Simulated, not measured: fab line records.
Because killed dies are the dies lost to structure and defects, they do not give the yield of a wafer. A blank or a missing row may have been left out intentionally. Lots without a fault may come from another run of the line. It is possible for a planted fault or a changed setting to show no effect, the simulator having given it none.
One fault through the eyes of 2 desks    flow n5-finfet    every desk sees just its own numbers, and what lay behind them comes last

THE TOOL OWNER'S DESK: rie-diel-05
The tool's own readings at N5_BEOL_M3_ETCH_70 (etches SOC in N2/H2, target depth 80 nm, overetch 16 nm, time 120 s): means of the sampled wafers that have a number, for each lot that ran on this tool. Marked OUT: a lot whose mean sits more than 4 standard deviations from the usual mean, which makes it out of limits; the brackets give that distance.
Columns: A = drypump-motor-current-A at N5_BEOL_M3_ETCH_70, usual 5.7 A; B = oes-product-au at N5_BEOL_M3_ETCH_70, usual 0.61 a.u.; C = rf-fwd-power-W at N5_BEOL_M3_ETCH_70, usual 835 W; D = rf-vpp-V at N5_BEOL_M3_ETCH_70, usual 524 V; E = showerhead-plenum-p-Torr at N5_BEOL_M3_ETCH_70, usual 2.54 Torr; F = throttle-valve-pct at N5_BEOL_M3_ETCH_70, usual 17.78 %
lot   first seen here  A    B     C              D              E     F
L668  day 8 20:40      5.4  0.64  832            522            2.47  17.64
L670  day 9 06:36      5.9  0.60  833            521            2.45  17.76
L678  day 11 11:22     5.6  0.63  634 (-67) OUT  571 (+15) OUT  2.47  17.81
L679  day 11 14:00     5.8  0.64  633 (-67) OUT  571 (+15) OUT  2.47  17.79
Finding of this desk: L678, L679 out of limits; the first was L678 at day 11 11:22, on rf-fwd-power-W at N5_BEOL_M3_ETCH_70. L668, L670 stayed within limits.

FROM THE METROLOGY DESK
Means of the sampled wafers that have a number, per lot and without regard to the tool the lot ran on: this is what the gauges read. Marked OUT: a lot whose mean sits more than 4 standard deviations from the usual mean, which makes it out of limits; the brackets give that distance. Readings shown: 7 of its 11, picked as those furthest out on some lot.
Columns: A = DIBL_P at N5_BEOL_M4_RC_MEAS_101, usual 36.2 mV/V; B = IOFF_N at N5_BEOL_M4_RC_MEAS_101, usual 0.157 nA/um; C = IOFF_P at N5_BEOL_M4_RC_MEAS_101, usual 0.206 nA/um; D = ION_N at N5_BEOL_M4_RC_MEAS_101, usual 673 uA/um; E = ION_P at N5_BEOL_M4_RC_MEAS_101, usual 461 uA/um; F = SS_N at N5_BEOL_M4_RC_MEAS_101, usual 71.5 mV/dec; G = VT_P at N5_BEOL_M4_RC_MEAS_101, usual -250.6 mV
lot   first seen here  A     B      C      D    E    F     G
L662  day 7 11:02      35.3  0.145  0.190  674  463  70.7  -251.6
L663  day 7 15:00      37.1  0.152  0.209  662  457  72.0  -251.4
L665  day 8 12:48      36.7  0.150  0.209  678  467  71.1  -250.9
L668  day 8 17:53      37.5  0.191  0.251  675  464  72.0  -247.4
L670  day 9 06:11      35.9  0.158  0.190  670  455  71.6  -251.9
L678  day 11 08:07     36.9  0.165  0.200  670  458  71.3  -253.0
L679  day 11 13:34     37.7  0.170  0.243  683  472  72.3  -245.9
L682  day 12 11:29     34.6  0.143  0.208  675  468  71.2  -247.3
L684  day 12 22:14     39.3  0.193  0.216  690  464  71.8  -248.7
Finding of this desk: none of the 9 lots has anything out of limits.

TAKEN TOGETHER
The tool owner's desk could have raised an alarm at day 11 11:22, on L678, L679.
From the metrology desk's view, nothing was out of limits.
The metrology desk has L678, L679 on record, within its limits.
N5_BEOL_M3_ETCH_70 was run on rie-diel-05 by each of the lots named.

WHAT THE SIMULATOR HAD PUT IN
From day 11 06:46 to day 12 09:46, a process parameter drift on rie-diel-05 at N5_BEOL_M3_ETCH_70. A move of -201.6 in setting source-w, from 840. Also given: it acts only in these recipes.
Struck lots among those shown: L678, L679.
Time in hours from fault onset to the first out-of-limits reading at each desk: the tool owner's desk, 5.
